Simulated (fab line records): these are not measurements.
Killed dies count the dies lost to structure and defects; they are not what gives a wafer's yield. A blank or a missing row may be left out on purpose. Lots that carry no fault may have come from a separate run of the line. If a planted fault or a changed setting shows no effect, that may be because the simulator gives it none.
Struck lot and sound lot, side by side    flow n5Finfet    23 out of 1938 route steps
Sound: wafers L283.1, L283.4, L283.5. Struck: wafers L273.1, L273.5 (left out: L273.6, a lot-mate that was not struck); the cause follows at the end.
Order at every step that has rows: each side's tool, ch and its chambers, its first start. Under that, the readings that differ: sound wafers    struck wafers    difference of the means    sigmas: that difference in standard deviations of wafers without a fault.
alike: same words and numbers on both sides, and readings whose means sit less than 2 such deviations apart. not compared: any withheld reading, any reading some wafer has no value for, any bound like >300 that may hide the same value, and any number with overlapping values for which the record gives no deviation.
The two part at a step that has a row with sigmas, a row that says differs or no value, or rows on one side only. Numbers that have no deviation but don't overlap get no sigmas and don't part them. A reading that every wafer of one side lacks parts them only if that side has two wafers or more.

first, 9 steps without rows for these wafers: N5_BEOL_M9_SOFTBAKE_06 (time 60 s); N5_BEOL_M9_EXPOSE_08 (exposes mask M9); N5_BEOL_M9_PEB_09 (peb time 60 s); N5_BEOL_M9_DEVELOP_10 (develop time 30 s); N5_BEOL_M9_DESCUM_16 (chemistry O2, time 7.9 s); N5_BEOL_M9_ETCH_61 (etches SiARC in CF4, target depth 39 nm, time 65 s); N5_BEOL_M9_ETCH_62 (etches SOC in N2/H2, target depth 110 nm, overetch 22 nm, time 165 s); N5_BEOL_M9_STRIP_68 (strips in N2/H2); N5_BEOL_M9_STRIP_67 (strips in CF4).
N5_BEOL_M9_HM_OPEN_17: chemistry Cl2/BCl3, target TiN, target depth 20 nm, overetch 6 nm.
  sound on rieMetal-03 ch 0, day 17 20:35; struck on rieMetal-02 ch 0, day 14 19:37
reading                   sound           struck     difference  sigmas
drypumpMotorCurrentA (A)  5.83 5.79 5.82  6.15 6.15  +0.34       +2
  alike: heBacksideLeakSccm, oesProductAu, throttleValvePct
  not compared: rfHoursCounterH
then, 10 steps without rows for these wafers: N5_BEOL_M9_STRIP_19 (strips in O2); N5_BEOL_M9_COAT_63 (time 60 s, resist thk 60 nm); N5_BEOL_M9_COAT_64 (time 60 s, resist thk 12 nm); N5_BEOL_M9_COAT_75 (time 60 s, resist thk 5 nm); N5_BEOL_M9_COAT_22 (resist thk 30 nm); N5_BEOL_M9_EBR_24; N5_BEOL_M9_SOFTBAKE_23 (time 60 s); N5_BEOL_M9_EXPOSE_25 (exposes mask V8); N5_BEOL_M9_PEB_26 (peb time 60 s); N5_BEOL_M9_DEVELOP_27 (develop time 30 s).
N5_BEOL_M9_INSPECT_30: inspects for defects (brightfield).
  sound on defectInspect-01, day 17 22:39; struck on defectInspect-02, day 14 21:26
reading         sound        struck     difference  sigmas
rawDefectCount  567 499 443  1523 1715  +1116       +11
then, 1 step without rows for these wafers: N5_BEOL_M9_DESCUM_33 (chemistry O2, time 7 s).
-- record jumps: 2 days separate the struck wafers' starts on either side; left off in module BEOL_M9, taken up again in module PASSIVATION, whose first shown step is the route's number 1936 --
N5_PASSIVATION_PROBE_49:
  the record has rows for the struck wafers here (prober-01, day 17 05:55) and none for the sound ones

WHERE THEY PART
At N5_BEOL_M9_HM_OPEN_17 first; at N5_PASSIVATION_PROBE_49 last (within this record only).

WHY: the cause the simulator had injected
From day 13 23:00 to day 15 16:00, rieMetal-02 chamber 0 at N5_BEOL_M9_HM_OPEN_17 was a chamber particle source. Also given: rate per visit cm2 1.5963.
